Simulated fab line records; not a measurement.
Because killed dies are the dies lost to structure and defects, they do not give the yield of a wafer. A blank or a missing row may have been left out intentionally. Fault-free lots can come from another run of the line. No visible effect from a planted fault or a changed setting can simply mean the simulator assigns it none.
A struck lot beside a sound one    flow n5Finfet    37 steps out of a route of 1938
Sound: the wafers L395.1, L395.2, L395.6. Struck: wafer L405.6. (L405.1 of the same lot was not struck and is left out.) The cause comes at the end.
Each step with rows lists, per side, the tool, then ch with its chambers, then its first start. Under that, the readings that differ: sound wafers    struck wafers    difference of the means    sigmas: that difference in standard deviations of wafers without a fault.
alike: words and numbers the same on both sides, and readings whose means are apart by under 2 such deviations; not compared: readings that were withheld, readings missing a value for some wafer, numbers with overlapping values and no deviation given by the record, and bounds like >300 which may hide the same value.
A row with sigmas, a row that says differs or no value, or rows on one side alone: a step with any of these is where the two part. When numbers do not overlap yet have no deviation, they are printed without sigmas and do not part them. A reading that every wafer of one side lacks parts them only if that side has two wafers or more.

first, 9 steps without rows for these wafers: N5_BEOL_M4_ANNEAL_95 (time 240 s); N5_BEOL_M4_SPUTTER_96 (material Cu, target thk 4.5 nm, time 8.29 s); N5_BEOL_M4_ECD_50 (material Cu, target thk 300 nm); N5_BEOL_M4_ANNEAL_51 (time 90 s); N5_BEOL_M4_CMP_52 (polishes, stops on SiOC, t overpolish 6.8 s, target thk 40 nm); N5_BEOL_M4_PRE_CLEAN_60 (time 15 s); N5_BEOL_M4_CO_CAP_55 (material Co, precursor CCTBA/H2, target thk 2 nm, time 102.1 s); N5_BEOL_M4_PRE_CLEAN_56 (time 15 s); N5_BEOL_M4_DEP_57 (deposits SiCN from 3MS/NH3, target thk 8 nm, time 14 s).
N5_BEOL_M4_RC_MEAS_101:
  sound on prober-02 ch 0, day 9 10:55; struck on prober-01 ch 0, day 12 18:42
reading        sound              struck  difference  sigmas
DIBL_N (mV/V)  36.8 37.5 37.1     34.4    -2.7        -2
VT_N (mV)      252.4 249.8 250.7  257.3   +6.3        +2
  alike: DIBL_P, IOFF_N, IOFF_P, ION_N, ION_P, SS_N, SS_P, VT_P
N5_BEOL_M5_ILD_DEP_00: deposits SiCOH lowk from DEMS/porogen, target thk 140.64 nm, time 25.9 s.
  sound on pecvd-02 ch 1,2, day 9 11:53; struck on pecvd-02 ch 2, day 12 19:40
reading                                            sound              struck  difference  sigmas
showerheadPlenumPTorr (Torr)                       5.743 5.759 5.763  5.728   -0.027      -2
model.SiCOH_lowk_of_BEOL_M5_ILD_DEP_00.thkNm (nm)  140.6 138.2 140.6  237.8   +98.0       
  alike: heaterPowerW, throttleValvePct
then, 1 step without rows for these wafers: N5_BEOL_M5_CURE_79 (cures SiCOH lowk, time 240 s).
N5_BEOL_M5_THK_MEAS_01:
  sound: filmMetro-01 at day 9 12:56; struck: filmMetro-01 at day 12 20:14
reading          sound              struck  difference  sigmas
M5_ILD_THK (nm)  121.0 119.0 121.0  205.7   +85.4       +66
then, 22 steps without rows for these wafers: N5_BEOL_M5_PECVD_70 (deposits SiO2 from TEOS/O2, target thk 16 nm, time 18 s); N5_BEOL_M5_HM_DEP_02 (deposits TiN, target thk 20 nm); N5_BEOL_M5_COAT_59 (time 60 s, resist thk 60 nm); N5_BEOL_M5_COAT_60 (time 60 s, resist thk 12 nm); N5_BEOL_M5_COAT_71 (time 60 s, resist thk 5 nm); N5_BEOL_M5_COAT_05 (resist thk 30 nm); N5_BEOL_M5_EBR_07; N5_BEOL_M5_SOFTBAKE_06 (time 60 s); N5_BEOL_M5_EXPOSE_08 (exposes mask M5, target cd 28 nm); N5_BEOL_M5_PEB_09 (peb time 60 s); N5_BEOL_M5_DEVELOP_10 (develop time 30 s); N5_BEOL_M5_DESCUM_16 (chemistry O2, time 7 s); N5_BEOL_M5_ETCH_72 (etches underlayer in N2/H2, target depth 6.5 nm, time 5.2 s); N5_BEOL_M5_ETCH_61 (etches SiARC in CF4, target depth 15.6 nm, time 26 s); N5_BEOL_M5_ETCH_62 (etches SOC in N2/H2, target depth 75 nm, overetch 15 nm, time 112.5 s); N5_BEOL_M5_STRIP_63 (strips in N2/H2); N5_BEOL_M5_STRIP_73 (strips in N2/H2); N5_BEOL_M5_STRIP_64 (strips in CF4); N5_BEOL_M5_HM_OPEN_17 (chemistry Cl2/BCl3, target TiN, target depth 20 nm, overetch 6 nm); N5_BEOL_M5_STRIP_19 (strips in O2); N5_BEOL_M5_COAT_65 (time 60 s, resist thk 60 nm); N5_BEOL_M5_COAT_66 (time 60 s, resist thk 12 nm).
N5_BEOL_M5_CMP_52: polishes, stops on SiCOH lowk, t overpolish 6.9 s, target thk 62 nm.
  sound on cmp-04 ch 0,3, day 10 00:32; struck on cmp-01 ch 3, day 13 06:17
reading                                            sound                 struck  difference  sigmas
clearingPlatenDownForcePsi (psi)                   1.4998 1.5018 1.5013  1.5071  +0.0061     +2
model.SiCOH_lowk_of_BEOL_M5_ILD_DEP_00.thkNm (nm)  118 116 118           202.8   +85.5       
  alike: motorCurrentA
-- here the record skips 4 days between the struck wafers' starts before and after, leaving off in module BEOL_M5 and picking up in module PASSIVATION (first step shown: number 1936 of the route) --
N5_PASSIVATION_PROBE_49:
  only the struck wafers here have rows in the record (prober-01, day 16 19:59); the sound ones have none

== WHERE THEY PART ==
Last at N5_PASSIVATION_PROBE_49 as far as this record goes, first at N5_BEOL_M4_RC_MEAS_101.

WHY: the cause the simulator had injected
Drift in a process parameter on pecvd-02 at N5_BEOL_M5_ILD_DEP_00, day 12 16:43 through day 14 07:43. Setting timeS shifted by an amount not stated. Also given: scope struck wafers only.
